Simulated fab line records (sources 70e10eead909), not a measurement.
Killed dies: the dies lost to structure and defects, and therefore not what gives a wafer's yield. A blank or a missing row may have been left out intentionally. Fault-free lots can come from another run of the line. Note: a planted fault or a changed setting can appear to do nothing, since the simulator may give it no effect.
Chamber matching / flow nand_harc / rie_diel-08 running NHARC_A_M0_ETCH_34: 4 sister chambers
The step etches the open film in N2/H2, target depth 40 nm, overetch 12 nm, time 43.94 s. 16 wafers are shown with their chamber, then 8 later ones without.

WAFERS WITH THEIR CHAMBER
wafer=L080.3; chamber=2; rf_vpp_V (V)=433.1; oes_product_au (a.u.)=1.010; throttle_valve_pct (%)=14.174
wafer=L080.5; chamber=0; rf_vpp_V (V)=428.4; oes_product_au (a.u.)=0.976; throttle_valve_pct (%)=14.171
wafer=L080.6; chamber=1; rf_vpp_V (V)=429.0; oes_product_au (a.u.)=0.985; throttle_valve_pct (%)=14.175
wafer=L079.2; chamber=0; rf_vpp_V (V)=428.2; oes_product_au (a.u.)=0.993; throttle_valve_pct (%)=14.176
wafer=L079.5; chamber=2; rf_vpp_V (V)=434.1; oes_product_au (a.u.)=1.020; throttle_valve_pct (%)=14.172
wafer=L079.6; chamber=3; rf_vpp_V (V)=431.6; oes_product_au (a.u.)=1.015; throttle_valve_pct (%)=14.163
wafer=L082.1; chamber=3; rf_vpp_V (V)=432.3; oes_product_au (a.u.)=1.009; throttle_valve_pct (%)=14.172
wafer=L082.4; chamber=0; rf_vpp_V (V)=427.3; oes_product_au (a.u.)=0.992; throttle_valve_pct (%)=14.176
wafer=L082.6; chamber=3; rf_vpp_V (V)=432.6; oes_product_au (a.u.)=1.011; throttle_valve_pct (%)=14.169
wafer=L084.1; chamber=3; rf_vpp_V (V)=433.1; oes_product_au (a.u.)=1.013; throttle_valve_pct (%)=14.171
wafer=L084.3; chamber=0; rf_vpp_V (V)=428.9; oes_product_au (a.u.)=0.995; throttle_valve_pct (%)=14.177
wafer=L084.5; chamber=3; rf_vpp_V (V)=431.8; oes_product_au (a.u.)=1.017; throttle_valve_pct (%)=14.168
wafer=L085.2; chamber=2; rf_vpp_V (V)=434.4; oes_product_au (a.u.)=0.998; throttle_valve_pct (%)=14.161
wafer=L085.4; chamber=3; rf_vpp_V (V)=431.2; oes_product_au (a.u.)=1.011; throttle_valve_pct (%)=14.154
wafer=L085.6; chamber=3; rf_vpp_V (V)=430.8; oes_product_au (a.u.)=1.002; throttle_valve_pct (%)=14.176
wafer=L087.2; chamber=2; rf_vpp_V (V)=431.6; oes_product_au (a.u.)=0.999; throttle_valve_pct (%)=14.163

SIGNATURES (averages over the wafers above)
reading=rf_vpp_V; chamber 0=428.200; chamber 1=429.000; chamber 2=433.300; chamber 3=431.914; scatter within a chamber=0.913
reading=oes_product_au; chamber 0=0.98900; chamber 1=0.98500; chamber 2=1.00675; chamber 3=1.01114; scatter within a chamber=0.0076
reading=throttle_valve_pct; chamber 0=14.17500; chamber 1=14.17500; chamber 2=14.16750; chamber 3=14.16757; scatter within a chamber=0.00617
Rule: a wafer's distance from a chamber is the root of the sum, over the readings, of the square of ((its reading less the chamber's mean) divided by the reading's scatter). If the next closest chamber is less than 2 further off than the closest, the wafer can't be placed; otherwise it belongs to the closest. How the scatter is found: for the shown wafers, subtract from each reading the mean of its chamber, square and add these, divide the total by (wafers less chambers), then take the root.

WAFERS WITH NO CHAMBER GIVEN
wafer=L087.4; rf_vpp_V (V)=427.2; oes_product_au (a.u.)=1.005; throttle_valve_pct (%)=14.191
wafer=L087.6; rf_vpp_V (V)=431.1; oes_product_au (a.u.)=0.985; throttle_valve_pct (%)=14.187
wafer=L093.2; rf_vpp_V (V)=432.3; oes_product_au (a.u.)=1.004; throttle_valve_pct (%)=14.164
wafer=L093.3; rf_vpp_V (V)=429.5; oes_product_au (a.u.)=0.993; throttle_valve_pct (%)=14.164
wafer=L093.6; rf_vpp_V (V)=427.3; oes_product_au (a.u.)=0.985; throttle_valve_pct (%)=14.158
wafer=L097.3; rf_vpp_V (V)=428.9; oes_product_au (a.u.)=0.994; throttle_valve_pct (%)=14.183
wafer=L097.4; rf_vpp_V (V)=432.8; oes_product_au (a.u.)=1.004; throttle_valve_pct (%)=14.179
wafer=L097.6; rf_vpp_V (V)=432.5; oes_product_au (a.u.)=1.012; throttle_valve_pct (%)=14.155

WHICH CHAMBER EACH WENT THROUGH
wafer=L087.4; from the rows above=can't be placed: 0 or 1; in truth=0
wafer=L087.6; from the rows above=can't be placed: 1 or 0 or 3 or 2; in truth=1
wafer=L093.2; from the rows above=can't be placed: 3 or 2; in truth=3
wafer=L093.3; from the rows above=can't be placed: 1 or 0 or 3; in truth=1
wafer=L093.6; from the rows above=can't be placed: 0 or 1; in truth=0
wafer=L097.3; from the rows above=can't be placed: 0 or 1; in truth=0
wafer=L097.4; from the rows above=can't be placed: 2 or 3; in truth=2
wafer=L097.6; from the rows above=can't be placed: 3 or 2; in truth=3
Correctly placed: 0 of 8. From these rows, 8 cannot be placed; in 8 the true chamber is one of the candidates. Number placed wrongly: 0.
